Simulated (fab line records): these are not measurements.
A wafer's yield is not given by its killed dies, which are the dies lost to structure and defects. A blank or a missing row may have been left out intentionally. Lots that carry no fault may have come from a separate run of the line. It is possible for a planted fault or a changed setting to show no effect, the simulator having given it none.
Matching of chambers :: flow n5Finfet :: N5_BEOL_M1_DESCUM_16 on rieDiel-02 has 4 sister chambers
The step chemistry O2, time 7 s. 20 wafers are shown with their chamber, then 10 later ones without.

== EACH WAFER AND ITS CHAMBER ==
wafer: L078.1
chamber: 0
drypumpMotorCurrentA (A): 5.0
showerheadPlenumPTorr (Torr): 1.96
oesProductAu (a.u.): 0.70

wafer: L078.3
chamber: 1
drypumpMotorCurrentA (A): 6.2
showerheadPlenumPTorr (Torr): 2.05
oesProductAu (a.u.): 0.70

wafer: L078.5
chamber: 3
drypumpMotorCurrentA (A): 6.5
showerheadPlenumPTorr (Torr): 2.09
oesProductAu (a.u.): 0.78

wafer: L081.1
chamber: 0
drypumpMotorCurrentA (A): 5.0
showerheadPlenumPTorr (Torr): 1.96
oesProductAu (a.u.): 0.69

wafer: L081.3
chamber: 2
drypumpMotorCurrentA (A): 6.7
showerheadPlenumPTorr (Torr): 2.11
oesProductAu (a.u.): 0.83

wafer: L081.5
chamber: 3
drypumpMotorCurrentA (A): 6.5
showerheadPlenumPTorr (Torr): 2.08
oesProductAu (a.u.): 0.78

wafer: L082.2
chamber: 0
drypumpMotorCurrentA (A): 5.0
showerheadPlenumPTorr (Torr): 1.96
oesProductAu (a.u.): 0.68

wafer: L082.4
chamber: 0
drypumpMotorCurrentA (A): 5.0
showerheadPlenumPTorr (Torr): 1.96
oesProductAu (a.u.): 0.69

wafer: L082.6
chamber: 3
drypumpMotorCurrentA (A): 6.5
showerheadPlenumPTorr (Torr): 2.08
oesProductAu (a.u.): 0.78

wafer: L083.1
chamber: 2
drypumpMotorCurrentA (A): 6.7
showerheadPlenumPTorr (Torr): 2.11
oesProductAu (a.u.): 0.83

wafer: L083.5
chamber: 0
drypumpMotorCurrentA (A): 5.0
showerheadPlenumPTorr (Torr): 1.96
oesProductAu (a.u.): 0.69

wafer: L083.6
chamber: 3
drypumpMotorCurrentA (A): 6.5
showerheadPlenumPTorr (Torr): 2.08
oesProductAu (a.u.): 0.78

wafer: L084.3
chamber: 0
drypumpMotorCurrentA (A): 5.0
showerheadPlenumPTorr (Torr): 1.96
oesProductAu (a.u.): 0.69

wafer: L084.4
chamber: 3
drypumpMotorCurrentA (A): 6.5
showerheadPlenumPTorr (Torr): 2.08
oesProductAu (a.u.): 0.77

wafer: L084.5
chamber: 2
drypumpMotorCurrentA (A): 6.7
showerheadPlenumPTorr (Torr): 2.11
oesProductAu (a.u.): 0.83

wafer: L085.1
chamber: 1
drypumpMotorCurrentA (A): 6.1
showerheadPlenumPTorr (Torr): 2.05
oesProductAu (a.u.): 0.96

wafer: L085.4
chamber: 1
drypumpMotorCurrentA (A): 6.2
showerheadPlenumPTorr (Torr): 2.05
oesProductAu (a.u.): 0.96

wafer: L085.5
chamber: 2
drypumpMotorCurrentA (A): 6.8
showerheadPlenumPTorr (Torr): 2.11
oesProductAu (a.u.): 0.84

wafer: L087.3
chamber: 3
drypumpMotorCurrentA (A): 6.5
showerheadPlenumPTorr (Torr): 2.08
oesProductAu (a.u.): 0.76

wafer: L087.4
chamber: 1
drypumpMotorCurrentA (A): 6.2
showerheadPlenumPTorr (Torr): 2.04
oesProductAu (a.u.): 0.94

SIGNATURES, as means of the wafers listed above
reading: drypumpMotorCurrentA
chamber 0: 5.000
chamber 1: 6.175
chamber 2: 6.725
chamber 3: 6.500
scatter within a chamber: 0.0306

reading: showerheadPlenumPTorr
chamber 0: 1.9600
chamber 1: 2.0475
chamber 2: 2.1100
chamber 3: 2.0817
scatter within a chamber: 0.00315

reading: oesProductAu
chamber 0: 0.6900
chamber 1: 0.8900
chamber 2: 0.8325
chamber 3: 0.7750
scatter within a chamber: 0.0554
Rule: distance of a wafer from a chamber = root of the sum over the readings of ((wafer's reading minus chamber's mean) / reading's scatter) squared. If the next closest chamber is less than 2 further off than the closest, the wafer can't be placed; otherwise it belongs to the closest. The scatter: take each reading less its chamber's mean, square it, sum over the shown wafers, divide by the number of wafers less the number of chambers, and take the root.

== WAFERS WITHOUT THEIR CHAMBER ==
wafer: L087.6
drypumpMotorCurrentA (A): 6.5
showerheadPlenumPTorr (Torr): 2.08
oesProductAu (a.u.): 0.77

wafer: L089.1
drypumpMotorCurrentA (A): 6.7
showerheadPlenumPTorr (Torr): 2.11
oesProductAu (a.u.): 0.82

wafer: L089.2
drypumpMotorCurrentA (A): 6.5
showerheadPlenumPTorr (Torr): 2.08
oesProductAu (a.u.): 0.77

wafer: L089.4
drypumpMotorCurrentA (A): 5.0
showerheadPlenumPTorr (Torr): 2.22
oesProductAu (a.u.): 1.02

wafer: L093.2
drypumpMotorCurrentA (A): 6.7
showerheadPlenumPTorr (Torr): 2.10
oesProductAu (a.u.): 0.82

wafer: L093.5
drypumpMotorCurrentA (A): 6.8
showerheadPlenumPTorr (Torr): 2.10
oesProductAu (a.u.): 0.82

wafer: L093.6
drypumpMotorCurrentA (A): 6.2
showerheadPlenumPTorr (Torr): 2.04
oesProductAu (a.u.): 0.92

wafer: L094.1
drypumpMotorCurrentA (A): 6.5
showerheadPlenumPTorr (Torr): 2.08
oesProductAu (a.u.): 0.76

wafer: L094.4
drypumpMotorCurrentA (A): 6.1
showerheadPlenumPTorr (Torr): 2.04
oesProductAu (a.u.): 0.91

wafer: L094.6
drypumpMotorCurrentA (A): 6.5
showerheadPlenumPTorr (Torr): 2.08
oesProductAu (a.u.): 0.76

== WHICH CHAMBER EACH ONE RAN IN ==
wafer: L087.6
from the rows above: 3
in truth: 3

wafer: L089.1
from the rows above: 2
in truth: 2

wafer: L089.2
from the rows above: 3
in truth: 3

wafer: L089.4
from the rows above: can't be placed: 3 or 2 or 1
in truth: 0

wafer: L093.2
from the rows above: 2
in truth: 2

wafer: L093.5
from the rows above: 2
in truth: 2

wafer: L093.6
from the rows above: 1
in truth: 1

wafer: L094.1
from the rows above: 3
in truth: 3

wafer: L094.4
from the rows above: 1
in truth: 1

wafer: L094.6
from the rows above: 3
in truth: 3
Correct placement for 9 of the 10. From these rows, 1 cannot be placed; in 0 the true chamber is one of the candidates. Wrongly placed: 0.
